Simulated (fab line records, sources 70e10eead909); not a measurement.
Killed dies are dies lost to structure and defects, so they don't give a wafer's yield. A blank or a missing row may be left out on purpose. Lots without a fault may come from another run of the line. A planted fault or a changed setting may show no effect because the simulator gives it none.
Which tool did it? | flow nand_harc | 13 lots, 36 wafers sampled, at 4 steps of a route of 1159

WHAT THE GAUGES READ, wafer by wafer
NHARC_P_START_INSPECT_01.
lot  | measured    | on                | raw_defect_count
L581 | day 1 12:02 | defect_inspect-01 | 4 2 0
L584 | day 2 06:02 | defect_inspect-02 | 3 5 1
L585 | day 2 12:02 | defect_inspect-01 | 1 7 3
L587 | day 3 00:02 | defect_inspect-02 | 3 2 3
L588 | day 3 06:02 | defect_inspect-01 | 6 8 4
L589 | day 3 12:02 | defect_inspect-02 | 0 3 5
L590 | day 3 18:02 | defect_inspect-01 | 2 2 5
L592 | day 4 06:02 | defect_inspect-02 | 2 4 2
L594 | day 4 18:02 | defect_inspect-02 | 1 4 2
L596 | day 5 06:02 | defect_inspect-02 | 3 2
L597 | day 5 12:02 | defect_inspect-02 | 2 4
L599 | day 6 00:02 | defect_inspect-02 | 3 5
L603 | day 7 00:02 | defect_inspect-01 | 3 3 8

NHARC_P_ZERO_WELL_CD_MEAS_37: target cd 720 nm.
lot  | measured    | on        | cd_nm (nm)
L581 | day 1 16:08 | cd_sem-03 | 721.3 716.7 721.5
L584 | day 2 09:59 | cd_sem-01 | 720.9 718.6 718.4
L585 | day 2 16:13 | cd_sem-02 | 719.2 722.1 722.9
L587 | day 3 04:22 | cd_sem-01 | 719.0 716.8 720.1
L588 | day 3 10:07 | cd_sem-01 | 718.9 719.3 720.9
L589 | day 3 16:16 | cd_sem-01 | 717.8 719.6 719.6
L590 | day 3 22:19 | cd_sem-02 | 721.7 718.8 722.8
L592 | day 4 09:51 | cd_sem-02 | 721.0 720.8 723.2
L594 | day 4 22:19 | cd_sem-02 | 720.3 722.4 721.5
L596 | day 5 10:02 | cd_sem-02 | 735.9 720.0
L597 | day 5 16:01 | cd_sem-01 | 735.0 720.8
L599 | day 6 04:17 | cd_sem-02 | 733.4 720.8
L603 | day 7 04:18 | cd_sem-02 | 722.1 722.0 718.7

WHICH TOOL RAN EACH LOT (tool, then ch and the chambers of the sampled wafers, then the start)
lot  | NHARC_P_ZERO_WELL_ETCH_65         | NHARC_P_ZERO_WELL_EXPOSE_34
L581 | rie_diel-13 ch 0,2,3, day 1 13:29 | krf_scanner-02 ch 0, day 1 15:59
L584 | rie_diel-10 ch 0,1,3, day 2 07:22 | krf_scanner-02 ch 0, day 2 09:50
L585 | rie_diel-10 ch 0,1, day 2 13:29   | krf_scanner-01 ch 0, day 2 16:04
L587 | rie_diel-13 ch 0,1,2, day 3 01:44 | krf_scanner-01 ch 0, day 3 04:13
L588 | rie_diel-10 ch 1,2,3, day 3 07:31 | krf_scanner-01 ch 0, day 3 09:58
L589 | rie_diel-13 ch 0,2,3, day 3 13:29 | krf_scanner-02 ch 0, day 3 16:06
L590 | rie_diel-10 ch 0,3, day 3 19:34   | krf_scanner-01 ch 0, day 3 22:10
L592 | rie_diel-07 ch 1,2, day 4 07:22   | krf_scanner-02 ch 0, day 4 09:41
L594 | rie_diel-07 ch 0,1,2, day 4 19:21 | krf_scanner-01 ch 0, day 4 22:09
L596 | rie_diel-10 ch 1,3, day 5 07:22   | krf_scanner-02 ch 0, day 5 09:53
L597 | rie_diel-13 ch 1,3, day 5 13:31   | krf_scanner-02 ch 0, day 5 15:51
L599 | rie_diel-07 ch 1,3, day 6 01:32   | krf_scanner-02 ch 0, day 6 04:08
L603 | rie_diel-07 ch 1,2, day 7 01:31   | krf_scanner-01 ch 0, day 7 04:09
- NHARC_P_ZERO_WELL_ETCH_65: etches the open film in N2/H2, target depth 80 nm, overetch 24 nm, time 87.88 s.
- NHARC_P_ZERO_WELL_EXPOSE_34: exposes mask P PWELL, target cd 720 nm.

WHAT THE TOOLS THEMSELVES READ (means of the sampled wafers that have a number; where no wafer has one, the mark that the record gives instead)
NHARC_P_ZERO_WELL_ETCH_65.
lot  | tool        | drypump_motor_current_A (A) | oes_product_au (a.u.) | rf_vpp_V (V) | showerhead_plenum_p_Torr (Torr) | throttle_valve_pct (%)
L581 | rie_diel-13 | 5.7                         | 0.990                 | 431.5        | 2.07                            | 14.170
L584 | rie_diel-10 | 6.0                         | 0.998                 | 429.8        | 2.02                            | 14.172
L585 | rie_diel-10 | 5.8                         | 0.991                 | 429.5        | 2.00                            | 14.171
L587 | rie_diel-13 | 5.7                         | 0.990                 | 434.1        | 2.16                            | 14.171
L588 | rie_diel-10 | 5.9                         | 1.000                 | 432.5        | 2.10                            | 14.171
L589 | rie_diel-13 | 5.7                         | 0.996                 | 431.6        | 2.07                            | 14.173
L590 | rie_diel-10 | 6.2                         | 0.996                 | 428.2        | 1.96                            | 14.172
L592 | rie_diel-07 | 5.8                         | 0.998                 | 431.8        | 2.08                            | 14.176
L594 | rie_diel-07 | 6.0                         | 0.996                 | 429.2        | 2.02                            | 14.174
L596 | rie_diel-10 | 5.9                         | 1.007                 | 431.6        | 2.05                            | 14.172
L597 | rie_diel-13 | 6.2                         | 1.000                 | 430.8        | 2.06                            | 14.177
L599 | rie_diel-07 | 6.3                         | 0.985                 | 430.1        | 2.04                            | 14.162
L603 | rie_diel-07 | 6.3                         | 0.992                 | 430.8        | 2.06                            | 14.169

THE ANSWER, worked out from the rows above alone
Rule: what is usual is taken from the lots themselves. Put in order of their means at a reading, lots are off if they are a third of the lots or fewer, leave a main group of 4 or more, and stand apart from it by a gap of 3 or more times the standard deviation of the main group's means; of several such gaps the widest counts. A main group whose means are all the same, to the digits that the tables above print for the reading, isn't used. A lot without any number at a reading at which 4 lots or more have one is off too. The other lots that the step has rows for count as sound. The gauges are gone through in route order, then the tools' own readings, and for those a lot's mean is taken as printed above. The first step at which some lot is off is used, and at that step the reading that is off furthest; a lot without a number counts as furthest.
Off: L596, L597, L599, at NHARC_P_ZERO_WELL_CD_MEAS_37 (cd_nm). The main group: mean 720.3 nm, standard deviation 1.1.
A tool fits if, at a process step before that reading, it ran every lot that is off, and no sound lot after the first of them. The gauges at NHARC_P_ZERO_WELL_CD_MEAS_37 are tried like those tools. One fits: krf_scanner-02 at NHARC_P_ZERO_WELL_EXPOSE_34. Its last sound lot is L592 (day 4 09:41), its first lot that is off L596 (day 5 09:53): a fault that began between those two fits.

WHAT THE SIMULATOR HAD PUT IN
Process parameter drift: krf_scanner-02, from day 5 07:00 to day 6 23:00, at NHARC_P_ZERO_WELL_EXPOSE_34. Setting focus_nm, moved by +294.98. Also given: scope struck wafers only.
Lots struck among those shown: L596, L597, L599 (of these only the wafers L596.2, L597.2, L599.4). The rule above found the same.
